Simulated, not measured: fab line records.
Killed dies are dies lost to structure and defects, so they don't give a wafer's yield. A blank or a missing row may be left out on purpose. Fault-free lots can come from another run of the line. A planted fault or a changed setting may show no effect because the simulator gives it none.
A struck lot beside a sound one | flow n5Finfet | 16 steps out of a route of 1938
Sound: the wafers L668.1, L668.4, L668.6. Struck: wafer L678.6; the same lot's L678.4 was not struck, so it is left out; see the end for the cause.
For every step that has rows: the tool of each side, followed by ch and its chambers, followed by its first start. Under that, the readings that differ: sound wafers | struck wafers | difference of the means | sigmas: that difference in standard deviations of wafers without a fault.
alike: same words and numbers on both sides, and readings whose means sit less than 2 such deviations apart. not compared: any withheld reading, any reading some wafer has no value for, any bound like >300 that may hide the same value, and any number with overlapping values for which the record gives no deviation.
Wherever a step has rows on one side only, a row that says differs or no value, or a row with sigmas, the two part there. Numbers that have no deviation but don't overlap get no sigmas and don't part them. A reading missing from all wafers of one side parts the sides only when that side holds two or more wafers.

first, 9 steps without rows for these wafers: N5_BEOL_M0_SAQP_COAT_69 (time 60 s, resist thk 90 nm); N5_BEOL_M0_SAQP_COAT_72 (time 60 s, resist thk 15 nm); N5_BEOL_M0_SAQP_COAT_87 (time 60 s, resist thk 5 nm); N5_BEOL_M0_SAQP_COAT_34 (resist thk 30 nm); N5_BEOL_M0_SAQP_EBR_36; N5_BEOL_M0_SAQP_SOFTBAKE_35 (time 60 s); N5_BEOL_M0_SAQP_EXPOSE_37 (exposes mask M0 CUT1, target cd 30 nm); N5_BEOL_M0_SAQP_PEB_38 (peb time 60 s); N5_BEOL_M0_SAQP_DEVELOP_39 (develop time 30 s).
N5_BEOL_M0_SAQP_CD_MEAS_40: target cd 30 nm.
  sound on cdSem-03 ch 0, day 6 12:46; struck on cdSem-03 ch 0, day 8 21:49
  alike: cdNm
N5_BEOL_M0_SAQP_OVL_MEAS_41:
  sound on overlay-01 ch 0, day 6 12:48; struck on overlay-01 ch 0, day 8 21:52
  alike: M0_CUT1_OVL
N5_BEOL_M0_SAQP_INSPECT_42: inspects for defects (brightfield).
  struck on defectInspect-02, day 8 21:55; sound on defectInspect-01, day 6 12:52
reading        | sound       | struck | difference | sigmas
rawDefectCount | 434 379 487 | 240    | -193       | -3
N5_BEOL_M0_SAQP_DESCUM_45: chemistry O2, time 7 s.
  sound on rieDiel-06 ch 1,3, day 6 12:54; struck on rieDiel-06 ch 3, day 8 21:58
reading                                          | sound          | struck | difference | sigmas
oesProductAu (a.u.)                              | 0.66 0.84 0.83 | 0.98   | +0.20      | +3
model.CAR-EUV_of_BEOL_M0_SAQP_COAT_34.thkNm (nm) | 26.2 26.2 26.2 | 25.6   | -0.6       | 
  alike: chamberPressureMTorr, drypumpMotorCurrentA, rfFwdPowerW, rfVppV, showerheadPlenumPTorr, throttleValvePct
  not compared: rfHoursCounterH
N5_BEOL_M0_SAQP_ETCH_88: etches underlayer in N2/H2, target depth 6.5 nm, time 5.2 s.
  sound on rieDiel-06 ch 1,3, day 6 12:56; struck on rieDiel-06 ch 3, day 8 22:00
reading             | sound          | struck | difference | sigmas
oesProductAu (a.u.) | 0.59 0.72 0.73 | 0.87   | +0.19      | +3
  alike: chamberPressureMTorr, drypumpMotorCurrentA, etchRfOnTimeS, h2FlowSccm, rfFwdPowerW, rfVppV, showerheadPlenumPTorr, throttleValvePct
  not compared: rfHoursCounterH
-- here the record skips 6 days between the struck wafers' starts before and after, leaving off in module BEOL_M0_SAQP and picking up in module BEOL_M4 (first step shown: number 1111 of the route) --
N5_BEOL_M4_RC_MEAS_101:
  sound on prober-01 ch 0, day 11 19:55; struck on prober-02 ch 0, day 15 09:16
reading        | sound          | struck | difference | sigmas
DIBL_P (mV/V)  | 42 34 43       | 31     | -9         | -3
IOFF_N (nA/um) | 0.23 0.12 0.27 | 0.11   | -0.10      | -2
IOFF_P (nA/um) | 0.32 0.17 0.34 | 0.15   | -0.13      | -3
ION_N (uA/um)  | 695 682 689    | 658    | -31        | -2
ION_P (uA/um)  | 476 471 469    | 453    | -19        | -2
VT_P (mV)      | -244 -250 -244 | -254   | -8         | -2
  alike: DIBL_N, SS_N, SS_P, VT_N
-- record jumps: 5 days separate the struck wafers' starts on either side; left off in module BEOL_M4, taken up again in module PASSIVATION, whose first shown step is the route's number 1936 --
N5_PASSIVATION_PROBE_49:
  record: rows for the struck wafers here (prober-01, day 20 12:11), none for the sound ones

## WHERE THEY PART
First at N5_BEOL_M0_SAQP_INSPECT_42; last, within this record, at N5_PASSIVATION_PROBE_49.

WHY: whatever the simulator had introduced
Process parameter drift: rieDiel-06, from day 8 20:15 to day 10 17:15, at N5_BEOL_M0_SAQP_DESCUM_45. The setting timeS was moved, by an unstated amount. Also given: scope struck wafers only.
